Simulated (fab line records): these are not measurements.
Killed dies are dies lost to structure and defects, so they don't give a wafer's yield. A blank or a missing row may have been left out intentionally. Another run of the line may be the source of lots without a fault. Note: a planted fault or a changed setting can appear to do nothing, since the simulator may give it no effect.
Lot-split experiment -- flow n5_finfet -- 7 lots, 21 wafers read, on a route of 1938 steps

== THE SPLIT ITSELF ==
At N5_BEOL_M8_ETCH_62 (etches SOC in N2/H2, target depth 110 nm, overetch 22 nm, time 165 s), the setting bias_w was moved away from the recipe's 150 W on 5 of the 21 wafers read, by -11.7% to -7.7%. The other wafers ran this setting at the recipe's value.

The reading comes from the split's own step.

== THE READING ==
rf_vpp_V, in V, at N5_BEOL_M8_ETCH_62 (etches SOC in N2/H2, target depth 110 nm, overetch 22 nm, time 165 s). A value of 524 V with a standard deviation of 3.3 V is what fault-free wafers of this fab line usually give.

wafer,"tool, chamber at the split","bias_w as run, W",against the recipe,"rf_vpp_V, V",against lot-mates on the recipe
L081.2,"rie_diel-03, 3",150,recipe,524,-
L081.5,"rie_diel-03, 2",150,recipe,529,-
L081.6,"rie_diel-03, 1",150,recipe,528,-
L085.1,"rie_diel-01, 3",150,recipe,528,-
L085.2,"rie_diel-01, 0",150,recipe,522,-
L085.6,"rie_diel-01, 2",150,recipe,522,-
L083.2,"rie_diel-03, 1",150,recipe,527,-
L083.4,"rie_diel-03, 0",132.4,-11.7%,488,-40
L083.5,"rie_diel-03, 1",150,recipe,528,-
L089.3,"rie_diel-03, 1",138.4,-7.7%,502,-26
L089.5,"rie_diel-03, 1",150,recipe,527,-
L089.6,"rie_diel-03, 2",150,recipe,529,-
L086.3,"rie_diel-01, 1",138.4,-7.7%,495,no lot-mate on the recipe
L086.5,"rie_diel-01, 3",138.4,-7.7%,501,no lot-mate on the recipe
L086.6,"rie_diel-01, 0",138.4,-7.7%,494,no lot-mate on the recipe
L090.2,"rie_diel-01, 3",150,recipe,527,-
L090.4,"rie_diel-01, 3",150,recipe,526,-
L090.6,"rie_diel-01, 3",150,recipe,528,-
L096.2,"rie_diel-01, 2",150,recipe,521,-
L096.3,"rie_diel-01, 3",150,recipe,528,-
L096.5,"rie_diel-01, 3",150,recipe,527,-

THE FIT
A straight line over all 21 wafers: rf_vpp_V changes by +3.51 V for each +1% of bias_w; r = +0.98; the points scatter about the line by 2.9 V.
The same after taking each lot's own level away (the mean of its wafers on the recipe; 18 wafers): +3.37 V for each +1%; r = +0.98; scatter 2.1 V.
Per that fit: largest bias_w move, reading shift of 39 V.
Across the lots, their own levels run from 524.0 to 528.0 V, a range of 1.2 times the standard deviation given above.
The two slopes are in agreement: the lot-to-lot level therefore moves the slope only a little.
Check: for one of the wafers moved furthest among these (-11.7%), held out of the fit, the line's prediction against its lot-mates is -39.4 V. Against them it came out at -39.5 V.
Tool readings at the split's step, against how far the setting was moved: rf_vpp_V r = +0.98.

== THE OTHER SPLITS THESE WAFERS WENT THROUGH ==
Before the reading, these wafers also passed through other splits. Each is held against what the fit with the lots' levels taken away leaves over:
other split on the same wafers,wafers away from the commonest value,r with rf_vpp_V (lot level and that fit taken away)
N5_BEOL_M7_DESCUM_33 time_s,9,+0.00
N5_BEOL_M8_EXPOSE_08 dose_mj,10,+0.00

== FILE'S OWN FIT ==
rf_vpp_V changes by +3.36 V for each +1% of bias_w, r = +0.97.
